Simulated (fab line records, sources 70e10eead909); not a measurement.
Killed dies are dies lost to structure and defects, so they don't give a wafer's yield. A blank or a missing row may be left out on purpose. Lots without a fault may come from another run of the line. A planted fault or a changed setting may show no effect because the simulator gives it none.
fab line records | flow nand_harc
record lots=11 wafers=33 last_day=33
route steps=1302 shown A_M0@1167 A_M1@1182 END@1302
lots that met no fault: from a run of the same line without faults
start_h: hours from the record's first day to the start of the lot's first wafer shown | wait_h: hours since the lot's step before | " the same as in the row above | L1.1+2: a row that stands for several wafers | - no value, or no start given | * or withheld: withheld | < > ~ a bound
route shown NAME@n: a module of which the file shows steps, and the number in the route of the first | usual: mean/standard deviation of fault-free wafers | same: alike in all rows | chamber/n: place in a boat | sites: the reading at each site | _std_site: their standard deviation | _edge_site: outer sites' mean less inner sites' | radius_mm: how far each site lies from the wafer's centre | mask NAME#n: copy n | behind: the tool/chamber that last shaped the wafer | hold: why the lot was held/for how many hours/how that ended | device: the transistor (n, p or np) that didn't switch | end of line: the same wafers' tests at the end of the route | a step without rows: its recipe alone | killed: dies lost to structure and defects at the first sort, not the wafer's yield | map: a wafer's dies, x killed, . not, _ none there
set.NAME: the setting as run; set.NAME@STEP: as run at that earlier step | model.NAME: the simulator's own value behind a step, which no gauge read
steps of the route over a sample of lots; a table a step, a row a wafer
services: from which hour (start_h, from the record's first day; less than 0 if before it) a tool's chamber was out of use, for how many hours, and why
## steps
# step NHARC_A_M0_PRE_CLEAN_31
# recipe time_s=12 temp_c=370 rf_power_w=300 gas=NH3
# usual heater_power_outer_w=372/56 heater_power_w=634/110 susceptor_temp_C=369.97/0.22
# columns lot.wafer tool chamber start_h wait_h heater_power_outer_w heater_power_w susceptor_temp_C
L995.2 pecvd-02 0 529.14 0.1 447 869 370.06
L995.1 " 1 " " 365 660 370.11
L995.6 " 0 " " 448 811 369.96
L996.3 pecvd-02 0 530.15 0.1 443 877 369.85
L996.1 " 1 " " 344 614 370.04
L996.6 " 2 " " 329 562 370.12
L100.2 pecvd-04 0 565.52 0.1 436 708 369.95
L100.5 " 2 " " 321 566 369.74
L100.6 " 0 " " 434 700 370.05
L101.1 pecvd-02 0 584.63 0.1 502 936 370.03
L101.6 " 0 " " 530 967 369.90
L101.4 " 1 " " 336 635 370.02
L105.2 pecvd-01 0 635.14 0.1 308 496 370.05
L105.3 " 1 " " 464 717 369.60
L105.5 " 1 " " 444 732 370.07
L106.2 pecvd-01 0 636.79 0.1 337 525 369.97
L106.5 " 1 " " 446 708 369.82
L106.4 " 2 " " 399 581 369.79
L107.1 pecvd-02 1 638.49 0.1 350 644 369.96
L107.2 " 2 " " 396 667 370.05
L107.3 " 0 " " 401 791 370.10
L114.1 pecvd-04 0 725.33 0.1 397 684 370.18
L114.6 " 0 " " 407 691 370.06
L114.5 " 2 " " 263 478 369.54
L115.1 pecvd-02 2 725.82 0.1 415 686 370.34
L115.6 " 0 " " 412 778 369.78
L115.4 " 2 " " 426 683 370.24
L117.3 pecvd-02 0 734.19 0.1 498 929 369.99
L117.1 " 1 " " 349 649 369.56
L117.6 " 0 " " 499 915 370.31
L118.2 pecvd-04 0 755.49 0.1 338 591 370.16
L118.1 " 1 " " 293 529 369.75
L118.4 " 2 " " 266 484 370.16
# step NHARC_A_M1_DESCUM_14
# recipe time_s=3 o2_flow_sccm=200 ar_flow_sccm=0 bias_power_w=0 chemistry=O2
# usual drypump_motor_current_A=5.6/0.5 oes_product_au=0.999/0.0072 rf_vpp_V=57.6/0.79 showerhead_plenum_p_Torr=1.88/0.066 throttle_valve_pct=11.311/0.0084
# columns lot.wafer tool chamber start_h wait_h drypump_motor_current_A oes_product_au rf_hours_counter_h rf_vpp_V showerhead_plenum_p_Torr throttle_valve_pct
L995.1 rie_diel-11 3 530.52 0.1 4.9 1.009 4.4 58.4 1.93 11.331
L995.2 " 2 " " 5.4 1.004 4.5 57.3 1.78 11.319
L995.6 " 0 " " 6.5 1.015 - 58.1 1.95 11.293
L996.3 rie_diel-04 3 531.51 0.1 5.5 0.998 11.4 57.9 1.97 11.311
L996.1 " 1 " " 5.8 1.002 11.9 58.2 1.98 11.310
L996.6 " 2 " " 5.4 0.999 - 56.8 1.92 11.304
L100.2 rie_diel-11 3 567.02 0.1 4.9 0.989 6.5 58.3 1.93 11.302
L100.5 " 2 " " 5.4 0.999 - 57.4 1.78 11.317
L100.6 " 3 " " 4.8 0.995 - 58.2 1.93 11.299
L101.4 rie_diel-08 0 586.03 0.1 6.2 1.000 1.1 57.5 1.92 11.303
L101.1 " 1 " " 5.7 1.008 0.8 57.4 1.92 11.308
L101.6 " 3 " " 5.7 1.004 - 57.7 1.86 11.303
L105.2 rie_diel-11 0 636.66 0.1 6.5 1.006 0.8 57.8 1.95 11.310
L105.3 " 1 " " 5.3 1.002 1.0 57.0 1.83 11.314
L105.5 " 0 " " 6.5 1.010 - 58.2 1.95 11.312
L106.2 rie_diel-11 0 638.28 0.1 6.5 1.002 0.9 56.6 1.95 11.319
L106.4 " 2 " " 5.4 0.997 1.2 56.9 1.78 11.313
L106.5 " 0 " " 6.5 1.003 - 57.5 1.95 11.321
L107.1 rie_diel-08 1 640.45 0.1 5.8 0.997 2.1 58.0 1.92 11.299
L107.2 " 2 " " 5.3 0.989 2.4 56.8 1.79 11.314
L107.3 " 0 " " 6.2 1.009 2.6 57.5 1.92 11.306
L114.1 rie_diel-11 1 726.75 0.1 5.3 0.986 5.8 58.4 1.83 11.301
L114.5 " 2 " " 5.4 0.994 - 56.4 1.78 11.306
L114.6 " 3 " " 4.9 0.986 - 57.1 1.92 11.321
L115.1 rie_diel-04 3 727.19 0.1 5.5 0.982 0.6 56.5 1.96 11.324
L115.4 " 1 " " 5.8 0.996 0.7 58.9 1.98 11.314
L115.6 " 3 " " 5.5 0.992 - 58.3 1.96 11.321
L117.3 rie_diel-08 0 735.70 0.1 6.2 1.005 0.1 56.3 1.92 11.302
L117.1 " 1 " " 5.8 1.012 0.1 58.9 1.92 11.316
L117.6 " 0 " " 6.2 0.987 - 57.2 1.92 11.310
L118.1 rie_diel-04 2 756.97 0.1 5.4 1.001 3.4 58.4 1.92 11.304
L118.2 " 3 " " 5.5 1.002 2.7 58.1 1.96 11.319
L118.4 " 2 " " 5.4 1.004 - 58.1 1.92 11.318
# step NHARC_A_M1_ETCH_28
# recipe target_depth_a=300 over_etch_frac=0.3 time_s=72.99 ion_energy_ev=150 cf4_flow_sccm=50 n2_flow_sccm=100 ar_flow_sccm=150 rf_w=300 bias_w=100 chemistry=CF4/N2
# usual drypump_motor_current_A=5.6/0.45 oes_product_au=0.998/0.0063 rf_vpp_V=313.6/1.6 showerhead_plenum_p_Torr=2.60/0.081 throttle_valve_pct=19.795/0.0094
# columns lot.wafer tool chamber start_h wait_h drypump_motor_current_A oes_product_au rf_hours_counter_h rf_vpp_V showerhead_plenum_p_Torr throttle_valve_pct
L995.1 rie_diel-08 1 - - 5.7 1.002 3.7 314.1 2.63 19.784
L995.2 " 2 " " 5.2 1.007 4.0 310.7 2.46 19.782
L995.6 " 0 " " 6.2 1.002 - 314.1 2.63 19.796
L996.1 rie_diel-11 0 - - 6.5 1.002 5.6 314.7 2.68 19.799
L996.3 " 2 " " 5.4 1.005 4.6 312.3 2.46 19.786
L996.6 " 0 " " 6.6 1.007 - 314.9 2.68 19.787
L100.2 rie_diel-08 3 - - 5.7 0.993 0.1 313.4 2.55 19.802
L100.5 " 2 " " 5.3 0.990 - 310.9 2.46 19.796
L100.6 " 0 " " 6.2 0.993 - 313.8 2.63 19.797
L101.1 rie_diel-11 2 - - 5.4 1.004 8.3 312.6 2.45 19.794
L101.4 " 1 " " 5.3 1.004 9.5 311.2 2.52 19.796
L101.6 " 2 " " 5.4 0.995 - 310.5 2.45 19.794
L105.2 rie_diel-08 2 - - 5.3 0.994 2.3 311.3 2.46 19.785
L105.3 " 3 " " 5.7 1.002 1.9 312.7 2.55 19.791
L105.5 " 2 " " 5.3 0.999 - 311.9 2.46 19.800
L106.2 rie_diel-08 1 - - 5.8 1.000 2.1 315.2 2.63 19.800
L106.4 " 2 " " 5.3 0.989 2.4 311.2 2.46 19.764
L106.5 " 1 " " 5.7 0.998 - 314.0 2.63 19.779
L107.1 rie_diel-11 0 - - 6.6 1.003 1.1 314.5 2.68 19.804
L107.2 " 1 " " 5.3 0.994 1.2 313.6 2.52 19.795
L107.3 " 2 " " 5.4 0.993 1.3 311.3 2.45 19.800
L114.1 rie_diel-11 2 - - 5.4 0.999 6.1 311.3 2.45 19.791
L114.5 " 3 " " 4.9 0.997 - 314.2 2.64 19.814
L114.6 " 0 " " 6.5 0.999 - 316.2 2.67 19.804
L115.4 rie_diel-11 3 - - 4.9 0.990 6.2 314.0 2.64 19.796
L115.1 " 0 " " 6.5 0.985 6.7 315.2 2.67 19.781
L115.6 " 3 " " 4.8 1.004 - 314.9 2.64 19.795
L117.3 rie_diel-04 3 - - 5.5 1.004 1.2 314.5 2.69 19.802
L117.1 " 2 " " 5.4 1.001 2.0 314.0 2.63 19.801
L117.6 " 0 " " 5.8 1.014 - 313.3 2.59 19.784
L118.2 rie_diel-04 0 - - 5.8 0.997 3.3 313.1 2.59 19.805
L118.1 " 2 " " 5.4 0.980 3.6 313.6 2.63 19.789
L118.4 " 2 " " 5.4 0.991 - 314.2 2.63 19.791
# step NHARC_A_M1_PVD_21
# recipe target_thk_a=300 chamber_pressure_pa=5 power_w=5000 substrate_temp_c=30 time_s=20.49 material=Cu
# usual cathode_dc_power_W=5000.0/0.81 chamber_pressure_pa=5.000/0.011 throttle_valve_pct=30.3/1.2
# columns lot.wafer tool chamber start_h wait_h cathode_dc_power_W chamber_pressure_pa throttle_valve_pct
L995.2 pvd_sputter-01 - 531.77 - 4999.8 4.986 28.9
L995.1 " - " " 4999.3 4.999 29.1
L995.6 " - " " 4999.9 4.994 28.7
L996.1 pvd_sputter-01 - 532.84 - 4999.7 4.991 29.2
L996.3 " - " " 5000.4 5.022 29.0
L996.6 " - " " 5000.1 5.000 31.6
L100.2 pvd_sputter-01 - 568.27 - 5000.4 4.984 29.1
L100.6 " - " " 5001.0 5.010 28.9
L100.5 " - " " 5001.3 4.997 28.6
L101.4 pvd_sputter-02 - 587.26 - 5000.7 4.988 31.2
L101.1 " - " " 4999.6 5.008 31.5
L101.6 " - " " 4999.9 4.993 31.1
L105.2 pvd_sputter-02 - 637.94 - 5000.6 5.003 31.5
L105.3 " - " " 5000.2 4.988 31.1
L105.5 " - " " 5001.2 5.000 31.3
L106.2 pvd_sputter-01 - 639.55 - - - -
L106.4 " - " " - - -
L106.5 " - " " - - -
L107.3 pvd_sputter-01 - 641.70 - - - -
L107.1 " - " " - - -
L107.2 " - " " - - -
L114.1 pvd_sputter-02 - 728.00 - 4999.6 5.013 32.3
L114.6 " - " " 5000.1 5.009 31.1
L114.5 " - " " 4998.9 5.007 30.3
L115.4 pvd_sputter-03 - 728.46 - 5000.9 5.021 29.3
L115.1 " - " " 4999.7 5.001 30.0
L115.6 " - " " 5000.2 5.008 29.4
L117.1 pvd_sputter-02 - 737.00 - 4999.9 4.995 30.5
L117.3 " - " " 4999.6 5.001 31.1
L117.6 " - " " 5001.2 5.009 30.5
L118.1 pvd_sputter-02 - 758.32 - 5000.0 4.986 30.7
L118.2 " - " " 5001.0 5.001 30.0
L118.4 " - " " 4999.6 4.996 32.4
# step NHARC_END_SORT_01
# recipe temp_c=25
# usual defect_limited_yield=92.5/2.3 killed_at_array=46/15 killed_at_other=0.8/1.1 killed_at_periphery=4.0/2.9 killed_dies=50/15 killed_open=3.2/1.8 killed_short=2.3/1.6 sort_bin_2_pct=2.7/1 sort_bin_3_pct=0.5/0.32 sort_bin_4_pct=4.2/1.3 sort_n_pass=627/15 sort_rim_yield_pct=87/4.7 sort_yield_pct=92.5/2.3
# same gross_dies=677 sort_bin_5_pct[%]=0 sort_bin_6_pct[%]=0 sort_bin_7_pct[%]=0 sort_bin_8_pct[%]=0 sort_rim_n_gross=106.00
# columns lot.wafer tool chamber start_h wait_h hold defect_limited_yield[%] killed_at_array killed_at_other killed_at_periphery killed_dies killed_open killed_short sort_bin_2_pct[%] sort_bin_3_pct[%] sort_bin_4_pct[%] sort_n_pass sort_rim_yield_pct[%] sort_yield_pct[%]
L995.1 prober-01 0 564.90 2.5 - 94.8 31 0 4 35 5 5 1.8 0.3 3.1 642 95 94.8
L995.2 prober-01 0 565.70 2.8 - 97.3 15 0 3 18 1 5 0.7 0.1 1.8 659 96 97.3
L995.6 prober-01 0 568.90 4.0 - 96.9 17 2 2 21 2 3 1.0 0.1 1.9 656 94 96.9
L996.1 prober-02 0 564.93 2.5 - 91.0 59 1 1 61 4 2 2.7 1.2 5.2 616 85 91.0
L996.3 prober-02 0 566.53 3.1 - 88.3 74 0 5 79 4 1 4.9 0.6 6.2 598 80 88.3
L996.6 prober-02 0 568.94 4.0 - 89.8 63 3 3 69 2 1 3.5 0.7 5.9 608 82 89.8
L100.2 prober-02 0 602.42 2.8 - 89.7 64 1 5 70 7 1 3.0 1.3 6.1 607 79 89.7
L100.5 prober-02 0 604.85 3.7 - 91.4 53 0 5 58 3 2 3.1 1.3 4.1 619 86 91.4
L100.6 prober-02 0 605.66 4.1 - 88.6 70 1 6 77 7 0 3.4 0.6 7.4 600 80 88.6
L101.1 prober-02 0 624.26 2.5 - 94.1 40 0 0 40 2 2 2.1 0.1 3.7 637 94 94.1
L101.4 prober-02 0 626.65 3.4 - 94.1 33 0 7 40 1 1 3.1 0.1 2.7 637 91 94.1
L101.6 prober-02 0 628.25 4.0 - 94.8 33 0 2 35 1 2 3.2 0.3 1.6 642 89 94.8
L107.1 prober-01 0 675.27 2.5 await_dispo/1.9h/scrap 0 676 0 1 677 2 0 96.6 0.3 3.1 0 0 0
L107.2 prober-01 0 676.07 2.8 await_dispo/1.9h/scrap 0 676 0 1 677 6 1 95.1 0.7 4.1 0 0 0
L107.3 prober-01 0 676.86 3.1 await_dispo/1.9h/scrap 0 676 0 1 677 2 1 95.9 0.7 3.4 0 0 0
L106.2 prober-02 0 676.12 2.8 await_dispo/1.6h/scrap 0 677 0 0 677 3 2 94.8 0.3 4.9 0 0 0
L106.4 prober-02 0 677.71 3.4 await_dispo/1.6h/scrap 0 676 1 0 677 2 3 94.5 0.6 4.9 0 0 0
L106.5 prober-02 0 678.51 3.7 await_dispo/1.6h/scrap 0 674 1 2 677 7 2 94.1 0.3 5.6 0 0 0
L105.2 prober-01 0 683.86 2.8 - 94.5 34 0 3 37 2 1 1.9 0.4 3.1 640 92 94.5
L105.3 prober-01 0 684.68 3.1 - 94.8 30 0 5 35 6 2 1.5 0.4 3.2 642 89 94.8
L105.5 prober-01 0 686.32 3.8 - 94.2 36 0 3 39 3 3 1.8 0.1 3.8 638 92 94.2
L114.1 prober-01 0 769.75 2.5 - 91.3 56 1 2 59 3 4 3.2 0.6 4.9 618 87 91.3
L114.5 prober-01 0 772.99 3.7 - 90.1 62 1 4 67 4 2 3.8 0.9 5.2 610 81 90.1
L114.6 prober-01 0 773.80 4.1 - 93.1 43 0 4 47 2 2 3.1 0.3 3.5 630 88 93.1
L115.1 prober-02 0 772.72 2.5 - 93.1 42 0 5 47 1 1 2.8 0.3 3.8 630 86 93.1
L115.4 prober-02 0 775.12 3.4 - 92.8 44 2 3 49 3 2 2.4 0.9 4.0 628 89 92.8
L115.6 prober-02 0 776.73 4.0 - 91.7 52 0 4 56 2 3 3.8 0 4.4 621 83 91.7
L117.1 prober-01 0 777.64 2.5 - 93.8 39 2 1 42 1 1 2.8 0.3 3.1 635 92 93.8
L117.3 prober-01 0 779.23 3.1 - 91.6 52 1 4 57 3 4 3.2 0.6 4.6 620 83 91.6
L117.6 prober-01 0 781.60 4.0 - 95.0 29 1 4 34 2 0 2.1 0.3 2.7 643 91 95.0
L118.1 prober-01 0 792.15 2.5 - 95.7 20 0 9 29 2 0 1.6 0.4 2.2 648 95 95.7
L118.2 prober-01 0 792.95 2.8 - 95.1 27 1 5 33 4 4 1.5 0.3 3.1 644 93 95.1
L118.4 prober-01 0 794.55 3.4 - 95.0 23 1 10 34 6 1 1.2 0.3 3.5 643 91 95.0
# killed by level:class
L995.1 A_CHANNEL_HOLE_D2:chamber_film_flake=9 A_CONTACT:chamber_film_flake=5 A_CHANNEL_FILL_D1:chamber_film_flake=4 A_WL_FILL:chamber_film_flake=3 P_M1:geometric_particle:short=1 A_ONON_D1:geometric_particle:short=1 A_CHANNEL_HOLE_D1:geometric_particle:open=1 A_CHANNEL_FILL_D1:geometric_particle:short=1
L996.1 A_CHANNEL_HOLE_D1:chamber_film_flake=20 A_CHANNEL_HOLE_D2:chamber_film_flake=17 A_SLIT:chamber_film_flake=9 A_STAIRCASE:chamber_film_flake=5 A_CONTACT:geometric_particle:open=2 A_CHANNEL_HOLE_D1:geometric_particle:short=1 A_DECK1_JOINT:geometric_particle:open=1 A_CHANNEL_FILL_D2:geometric_particle:open=1
L995.2 A_CHANNEL_HOLE_D2:chamber_film_flake=4 P_M2:chamber_film_flake=3 A_ONON_D1:geometric_particle:short=2 A_SGD_CUT:geometric_particle:short=2 A_WL_FILL:chamber_film_flake=2 A_CHANNEL_HOLE_D1:geometric_particle:short=1 A_CHANNEL_FILL_D2:geometric_particle:open=1 A_ZERO_WELL:chamber_film_flake=1
L996.3 A_CHANNEL_HOLE_D1:chamber_film_flake=19 A_SLIT:chamber_film_flake=19 A_CHANNEL_HOLE_D2:chamber_film_flake=18 A_STAIRCASE:chamber_film_flake=7 P_ZERO_WELL:chamber_film_flake=3 A_CONTACT:chamber_film_flake=3 A_ZERO_WELL:chamber_film_flake=2 A_WL_FILL:chamber_film_flake=2
L995.6 A_CHANNEL_HOLE_D2:chamber_film_flake=9 A_ZERO_WELL:chamber_film_flake=2 P_CONTACT:geometric_particle:open=1 A_SGD_CUT:geometric_particle:short=1 A_M1:geometric_particle:short=1 P_M2:chamber_film_flake=1 STARTING-WAFER:geometric_particle:open=1 STARTING-WAFER:geometric_particle:short=1
L996.6 A_CHANNEL_HOLE_D2:chamber_film_flake=26 A_CHANNEL_HOLE_D1:chamber_film_flake=15 A_SLIT:chamber_film_flake=13 A_STAIRCASE:chamber_film_flake=3 THIN_TSV:chamber_film_flake=3 P_ZERO_WELL:chamber_film_flake=2 A_CHANNEL_FILL_D2:chamber_film_flake=2 A_ONON_D1:geometric_particle:open=1
L100.2 A_CHANNEL_HOLE_D2:chamber_film_flake=25 A_SLIT:chamber_film_flake=16 A_CHANNEL_HOLE_D1:chamber_film_flake=11 A_M1:chamber_film_flake=3 P_M1:chamber_film_flake=2 P_CONTACT:geometric_particle:open=1 P_M0:geometric_particle:open=1 A_ONON_D1:geometric_particle:open=1
L100.5 A_SLIT:chamber_film_flake=23 A_CHANNEL_HOLE_D1:chamber_film_flake=11 A_CHANNEL_HOLE_D2:chamber_film_flake=11 P_M1:chamber_film_flake=4 A_STAIRCASE:chamber_film_flake=2 A_CONTACT:chamber_film_flake=2 P_M0:geometric_particle:open=1 A_DECK1_JOINT:geometric_particle:short=1
L100.6 A_CHANNEL_HOLE_D2:chamber_film_flake=31 A_CHANNEL_HOLE_D1:chamber_film_flake=15 A_SLIT:chamber_film_flake=13 P_GATE:chamber_film_flake=3 A_CONTACT:chamber_film_flake=3 A_ONON_D2:geometric_particle:open=2 A_CHANNEL_FILL_D2:geometric_particle:open=2 P_CONTACT:geometric_particle:open=1
L101.1 A_CHANNEL_HOLE_D2:chamber_film_flake=22 A_STAIRCASE:chamber_film_flake=4 A_CONTACT:chamber_film_flake=4 A_CHANNEL_HOLE_D1:chamber_film_flake=2 A_ONON_D2:geometric_particle:short=1 A_CHANNEL_FILL_D2:geometric_particle:short=1 A_CHANNEL_FILL_D2:geometric_particle:open=1 A_WL_FILL:geometric_particle:open=1
L101.4 A_CHANNEL_HOLE_D2:chamber_film_flake=21 P_ZERO_WELL:chamber_film_flake=4 A_STAIRCASE:chamber_film_flake=3 P_M1:chamber_film_flake=2 A_SLIT:chamber_film_flake=2 A_CONTACT:chamber_film_flake=2 A_ONON_D1:geometric_particle:open=1 A_ONON_D1:geometric_particle:short=1
L101.6 A_CHANNEL_HOLE_D2:chamber_film_flake=20 A_STAIRCASE:chamber_film_flake=5 A_SLIT:chamber_film_flake=2 A_CONTACT:chamber_film_flake=2 P_M0:geometric_particle:short=1 A_DECK1_JOINT:geometric_particle:open=1 A_CHANNEL_FILL_D2:geometric_particle:short=1 P_ZERO_WELL:chamber_film_flake=1
L107.1 A_M1:area_pvd=649 A_CHANNEL_HOLE_D2:chamber_film_flake=10 A_CONTACT:chamber_film_flake=3 A_BLC:chamber_film_flake=3 A_CHANNEL_HOLE_D1:chamber_film_flake=2 A_CHANNEL_FILL_D1:chamber_film_flake=2 A_ONON_D1:geometric_particle:open=1 A_SLIT:geometric_particle:open=1
L107.2 A_M1:area_pvd=631 A_CHANNEL_HOLE_D2:chamber_film_flake=17 A_BLC:chamber_film_flake=8 A_CHANNEL_HOLE_D1:chamber_film_flake=5 A_CONTACT:chamber_film_flake=4 A_SLIT:chamber_film_flake=3 A_ONON_D1:geometric_particle:open=2 A_SGD_CUT:geometric_particle:open=2
L106.2 A_M1:area_pvd=622 A_CHANNEL_HOLE_D1:chamber_film_flake=25 A_SLIT:chamber_film_flake=22 A_SGD_CUT:geometric_particle:open=2 A_WL_FILL:geometric_particle:short=1 A_M0:geometric_particle:open=1 A_M0:geometric_particle:short=1 A_ZERO_WELL:chamber_film_flake=1
L107.3 A_M1:area_pvd=636 A_CHANNEL_HOLE_D2:chamber_film_flake=11 A_CONTACT:chamber_film_flake=7 A_BLC:chamber_film_flake=6 A_CHANNEL_HOLE_D1:chamber_film_flake=5 A_DECK1_JOINT:chamber_film_flake=4 A_STAIRCASE:chamber_film_flake=2 A_SLIT:chamber_film_flake=2
L106.4 A_M1:area_pvd=613 A_SLIT:chamber_film_flake=27 A_CHANNEL_HOLE_D1:chamber_film_flake=25 A_ZERO_WELL:chamber_film_flake=2 A_DECK1_JOINT:chamber_film_flake=2 A_ONON_D1:geometric_particle:short=1 A_CHANNEL_HOLE_D2:geometric_particle:open=1 A_WL_FILL:geometric_particle:short=1
L106.5 A_M1:area_pvd=610 A_SLIT:chamber_film_flake=25 A_CHANNEL_HOLE_D1:chamber_film_flake=24 A_CONTACT:chamber_film_flake=3 A_ONON_D1:geometric_particle:open=2 A_DECK1_JOINT:geometric_particle:open=2 A_M0:geometric_particle:open=2 P_M0:geometric_particle:short=1
L105.2 A_CHANNEL_HOLE_D1:chamber_film_flake=24 A_CONTACT:chamber_film_flake=3 P_GATE:chamber_film_flake=2 A_WL_FILL:chamber_film_flake=2 A_CHANNEL_FILL_D1:geometric_particle:open=1 A_CONTACT:geometric_particle:short=1 A_BLC:geometric_particle:open=1 P_M2:chamber_film_flake=1
L105.3 A_CHANNEL_HOLE_D1:chamber_film_flake=19 P_M2:chamber_film_flake=3 P_M0:geometric_particle:open=2 A_ONON_D1:geometric_particle:open=2 A_CONTACT:chamber_film_flake=2 A_CHANNEL_FILL_D1:geometric_particle:short=1 A_ONON_D2:geometric_particle:short=1 A_WL_FILL:geometric_particle:open=1
L105.5 A_CHANNEL_HOLE_D1:chamber_film_flake=21 A_WL_FILL:chamber_film_flake=4 A_CONTACT:chamber_film_flake=4 A_CHANNEL_HOLE_D2:chamber_film_flake=2 P_GATE:geometric_particle:short=1 P_M0:geometric_particle:open=1 A_ONON_D2:geometric_particle:open=1 A_CHANNEL_FILL_D2:geometric_particle:short=1
L114.1 A_CHANNEL_HOLE_D2:chamber_film_flake=16 A_CONTACT:chamber_film_flake=12 A_CHANNEL_HOLE_D1:chamber_film_flake=10 A_STAIRCASE:chamber_film_flake=6 A_WL_FILL:chamber_film_flake=5 A_SLIT:chamber_film_flake=2 P_M0:geometric_particle:open=1 A_ONON_D1:geometric_particle:short=1
L115.1 A_SLIT:chamber_film_flake=17 A_CHANNEL_HOLE_D2:chamber_film_flake=12 A_STAIRCASE:chamber_film_flake=4 P_GATE:chamber_film_flake=3 A_ZERO_WELL:chamber_film_flake=2 A_CONTACT:chamber_film_flake=2 A_M1:chamber_film_flake=2 A_CHANNEL_FILL_D1:geometric_particle:short=1
L114.5 A_CHANNEL_HOLE_D2:chamber_film_flake=19 A_CONTACT:chamber_film_flake=11 A_STAIRCASE:chamber_film_flake=10 A_SLIT:chamber_film_flake=7 A_WL_FILL:chamber_film_flake=6 A_CHANNEL_HOLE_D1:chamber_film_flake=5 P_STI:chamber_film_flake=2 P_CONTACT:geometric_particle:open=1
L114.6 A_CHANNEL_HOLE_D2:chamber_film_flake=21 A_CONTACT:chamber_film_flake=8 A_SLIT:chamber_film_flake=6 A_STAIRCASE:chamber_film_flake=3 A_CHANNEL_HOLE_D1:chamber_film_flake=2 P_GATE:geometric_particle:open=1 P_M0:geometric_particle:short=1 A_CHANNEL_FILL_D2:geometric_particle:short=1
L115.4 A_CHANNEL_HOLE_D2:chamber_film_flake=17 A_SLIT:chamber_film_flake=12 A_STAIRCASE:chamber_film_flake=4 P_M2:chamber_film_flake=2 A_CHANNEL_FILL_D1:chamber_film_flake=2 A_M1:chamber_film_flake=2 A_ONON_D1:geometric_particle:open=1 A_CHANNEL_FILL_D1:geometric_particle:short=1
L115.6 A_CHANNEL_HOLE_D2:chamber_film_flake=20 A_SLIT:chamber_film_flake=19 A_CONTACT:chamber_film_flake=3 P_GATE:chamber_film_flake=2 A_CHANNEL_HOLE_D1:unspecified=2 A_STAIRCASE:chamber_film_flake=2 A_ONON_D2:geometric_particle:short=1 A_CHANNEL_HOLE_D2:geometric_particle:short=1
L117.1 A_SLIT:chamber_film_flake=24 A_CHANNEL_HOLE_D1:chamber_film_flake=5 A_CONTACT:chamber_film_flake=4 A_STAIRCASE:chamber_film_flake=3 A_M1:chamber_film_flake=2 THIN_TSV:chamber_film_flake=2 P_CONTACT:geometric_particle:open=1 A_STAIRCASE:geometric_particle:short=1
L117.3 A_SLIT:chamber_film_flake=26 A_CHANNEL_HOLE_D1:chamber_film_flake=13 A_STAIRCASE:chamber_film_flake=5 A_M0:geometric_particle:short=3 P_ZERO_WELL:chamber_film_flake=2 P_GATE:geometric_particle:open=1 P_CONTACT:geometric_particle:open=1 A_CHANNEL_FILL_D2:geometric_particle:short=1
L117.6 A_SLIT:chamber_film_flake=14 A_CHANNEL_HOLE_D1:chamber_film_flake=10 A_STAIRCASE:chamber_film_flake=3 P_M1:geometric_particle:open=1 A_ONON_D2:geometric_particle:open=1 P_ZERO_WELL:chamber_film_flake=1 P_GATE:chamber_film_flake=1 P_M0:chamber_film_flake=1
L118.1 A_SLIT:chamber_film_flake=9 P_GATE:chamber_film_flake=5 P_ZERO_WELL:chamber_film_flake=3 A_WL_FILL:chamber_film_flake=3 A_CHANNEL_FILL_D2:chamber_film_flake=2 A_CONTACT:chamber_film_flake=2 P_M0:geometric_particle:open=1 A_STAIRCASE:geometric_particle:open=1
L118.2 A_SLIT:chamber_film_flake=8 A_CONTACT:chamber_film_flake=7 P_GATE:chamber_film_flake=3 A_WL_FILL:geometric_particle:short=2 A_CHANNEL_FILL_D1:chamber_film_flake=2 P_M0:geometric_particle:open=1 A_SOURCE_PLATE:geometric_particle:short=1 A_ONON_D1:geometric_particle:open=1
L118.4 A_CONTACT:chamber_film_flake=6 A_SLIT:chamber_film_flake=5 P_ZERO_WELL:chamber_film_flake=3 A_CHANNEL_FILL_D2:chamber_film_flake=3 P_GATE:chamber_film_flake=2 A_CHANNEL_HOLE_D2:chamber_film_flake=2 P_M0:geometric_particle:open=1 P_M1:geometric_particle:short=1
## services
# columns tool chamber start_h hours kind
rie_diel-04 2 526.44 2.9 repair
rie_diel-04 - 531.98 9.0 pm
rie_diel-08 3 542.31 17.6 repair
rie_diel-08 - 544.80 9.0 pm
pecvd-02 - 547.36 3.9 repair
rie_diel-04 - 552.14 2.3 repair
pvd_sputter-02 - 552.21 1.7 repair
pvd_sputter-01 - 582.05 10.0 pm
pecvd-02 - 589.00 13.0 pm
rie_diel-11 - 609.50 9.0 pm
rie_diel-04 - 617.80 0.2 repair
pvd_sputter-02 - 638.08 10.0 pm
rie_diel-11 3 667.90 5.9 repair
rie_diel-08 0 676.31 1.3 repair
rie_diel-11 - 677.74 0.2 repair
rie_diel-04 1 703.90 2.0 repair
rie_diel-04 - 708.98 9.0 pm
rie_diel-08 0 712.05 5.0 repair
rie_diel-08 3 716.89 7.9 repair
pvd_sputter-02 - 720.93 2.3 repair
rie_diel-08 - 721.80 9.0 pm
rie_diel-04 3 727.27 4.1 repair
pvd_sputter-01 - 732.10 0.5 repair
rie_diel-04 1 742.23 15.7 repair
## key
first_sign step=NHARC_A_M1_PVD_21 reading=tool_record direction=missing
effect step=NHARC_END_SORT_01 reading=sort_bin_2_pct direction=up sigmas=92 usual=2.7 struck=95.2
more_kills_born_at NHARC_A_M1_PVD_21@pvd_sputter-01=3761
met_at NHARC_A_M1_PVD_21
struck_lots L106,L107
later_rows_left_out L106.2,L106.4,L106.5,L107.1,L107.2,L107.3
not_acting_at NHARC_A_M0_PRE_CLEAN_31,NHARC_A_M1_DESCUM_14,NHARC_A_M1_ETCH_28
onset_between 568.27 639.55
fault kind=skipped_step_whole tool=pvd_sputter-01 chamber=- onset_h=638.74 steps=NHARC_A_M1_PVD_21 scope=struck_lots_only
# later_rows_left_out: the simulator's readings of these wafers behind a module that went badly wrong aren't trusted and aren't shown, but for the sort
